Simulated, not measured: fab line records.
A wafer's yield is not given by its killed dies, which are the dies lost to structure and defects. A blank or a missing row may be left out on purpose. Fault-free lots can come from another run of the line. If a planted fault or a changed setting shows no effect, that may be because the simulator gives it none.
Matching of chambers -- flow nandHarc -- NHARC_P_CONTACT_DESCUM_17 on rieDiel-09 has 4 sister chambers
The step chemistry O2, time 3 s. 8 wafers are shown with their chamber, then 10 later ones without.

## WAFERS PAIRED WITH THEIR CHAMBERS
wafer,chamber,showerheadPlenumPTorr (Torr),oesProductAu (a.u.)
L075.4,3,1.93,1.005
L078.3,0,2.03,0.999
L079.3,3,1.93,1.006
L083.2,2,1.84,1.002
L083.4,1,1.95,1.016
L083.5,1,1.95,0.999
L088.3,0,2.03,0.988
L088.4,2,1.83,0.995

## WAFERS MISSING THEIR CHAMBER
wafer,showerheadPlenumPTorr (Torr),oesProductAu (a.u.)
L088.5,1.95,1.009
L094.4,2.02,1.000
L094.5,2.02,0.998
L094.6,1.95,0.995
L095.2,1.93,1.002
L095.5,1.93,0.997
L095.6,1.83,0.990
L097.3,1.94,1.014
L097.4,1.93,1.002
L097.6,2.02,0.999

## CHAMBER TAKEN BY EACH
wafer,from the rows above,in truth
L088.5,1,1
L094.4,0,0
L094.5,0,0
L094.6,1,1
L095.2,3,3
L095.5,3,3
L095.6,2,2
L097.3,can't be placed: 1 or 3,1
L097.4,3,3
L097.6,0,0
Correct placement for 9 of the 10. Can't be placed from these rows: 1 (the true chamber is among the candidates in 1). Wrongly placed: 0.
How it was worked out, from the rows above alone: a wafer's distance from a chamber is the root of the sum, over the readings, of the square of ((its reading less the chamber's mean) divided by the reading's scatter). If the next closest chamber is less than 2 further off than the closest, the wafer can't be placed; otherwise it belongs to the closest. For every chamber, the mean is computed from those of its wafers that are shown. The scatter: take each reading less its chamber's mean, square it, sum over the shown wafers, divide by the number of wafers less the number of chambers, and take the root.
